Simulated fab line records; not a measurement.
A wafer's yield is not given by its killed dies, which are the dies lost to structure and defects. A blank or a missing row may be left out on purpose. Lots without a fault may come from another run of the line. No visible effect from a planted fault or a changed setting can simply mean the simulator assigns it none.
A struck lot beside a sound one + flow n5_finfet + 15 steps out of a route of 1938
Sound: the wafers L117.2, L117.3, L117.6. Wafers L120.5, L120.6 were the ones struck. At the end, the cause is stated.
For every step that has rows: the tool of each side, followed by ch and its chambers, followed by its first start. Under that, the readings that differ: sound wafers + struck wafers + difference of the means + sigmas: that difference in standard deviations of wafers without a fault.
alike: words and numbers the same on both sides, and readings whose means are apart by under 2 such deviations; not compared: readings that were withheld, readings missing a value for some wafer, numbers with overlapping values and no deviation given by the record, and bounds like >300 which may hide the same value.
The two part at a step that has a row with sigmas, a row that says differs or no value, or rows on one side only. When numbers do not overlap yet have no deviation, they are printed without sigmas and do not part them. A reading that every wafer of one side lacks parts them only if that side has two wafers or more.

first, 1 step without rows for these wafers: N5_BEOL_M1_SPUTTER_92 (material Cu, target thk 4.5 nm, time 8.29 s).
N5_BEOL_M1_ANNEAL_93: time 240 s.
  sound on pvd_sputter-02 at day 6 17:11; struck on pvd_sputter-02 at day 7 01:50
  alike: heater_power_w, susceptor_temp_C_max
N5_BEOL_M1_SPUTTER_94: material Cu, target thk 4.5 nm, time 8.29 s.
  sound on pvd_sputter-02 at day 6 17:20; struck on pvd_sputter-02 at day 7 01:57
  alike: throttle_valve_pct
N5_BEOL_M1_ANNEAL_95: time 240 s.
  sound on pvd_sputter-02 at day 6 17:25; struck on pvd_sputter-02 at day 7 02:04
  alike: heater_power_w, susceptor_temp_C_max
then, 4 steps without rows for these wafers: N5_BEOL_M1_SPUTTER_96 (material Cu, target thk 4.5 nm, time 8.29 s); N5_BEOL_M1_ECD_50 (material Cu, target thk 300 nm); N5_BEOL_M1_ANNEAL_51 (time 90 s); N5_BEOL_M1_CMP_52 (polishes, stops on SiOC, t overpolish 6.8 s, target thk 40 nm).
N5_BEOL_M1_THK_MEAS_53: measures by xrf.
  sound on film_metro-01 at day 6 18:20; struck on film_metro-02 at day 7 02:56
  alike: M1_THK
N5_BEOL_M1_PRE_CLEAN_60: time 15 s.
  sound on cvd_co-02 ch 1,2, day 6 18:22; struck on cvd_co-02 ch 0,1, day 7 02:59
  alike: heater_power_w
N5_BEOL_M1_CO_CAP_55: material Co, precursor CCTBA/H2, target thk 2 nm, time 102.1 s.
  sound on cvd_co-02 ch 1,2, day 6 18:25; struck on cvd_co-02 ch 0,1, day 7 03:03
  alike: chamber_pressure_Torr, heater_power_w
then, 1 step without rows for these wafers: N5_BEOL_M1_PRE_CLEAN_56 (time 15 s).
N5_BEOL_M1_DEP_57: deposits SiCN from 3MS/NH3, target thk 8 nm, time 14 s.
  sound on pecvd-04 ch 0,1,2, day 6 18:32; struck on pecvd-02 ch 0,1, day 7 03:09
  alike: chamber_pressure_Torr, showerhead_plenum_p_Torr, throttle_valve_pct
  not compared: model.SiCN_of_BEOL_M1_DEP_57.thk_nm
N5_BEOL_M1_RS_MEAS_58: measurement is done with a four-point probe.
  sound on film_metro-01 at day 6 18:35; struck on film_metro-02 at day 7 03:12
  alike: M1_RS
following that, these wafers have no rows for 1 step: N5_PASSIVATION_PROBE_49.

WHERE THEY PART
Nowhere in this record.

WHY: what the simulator had put in
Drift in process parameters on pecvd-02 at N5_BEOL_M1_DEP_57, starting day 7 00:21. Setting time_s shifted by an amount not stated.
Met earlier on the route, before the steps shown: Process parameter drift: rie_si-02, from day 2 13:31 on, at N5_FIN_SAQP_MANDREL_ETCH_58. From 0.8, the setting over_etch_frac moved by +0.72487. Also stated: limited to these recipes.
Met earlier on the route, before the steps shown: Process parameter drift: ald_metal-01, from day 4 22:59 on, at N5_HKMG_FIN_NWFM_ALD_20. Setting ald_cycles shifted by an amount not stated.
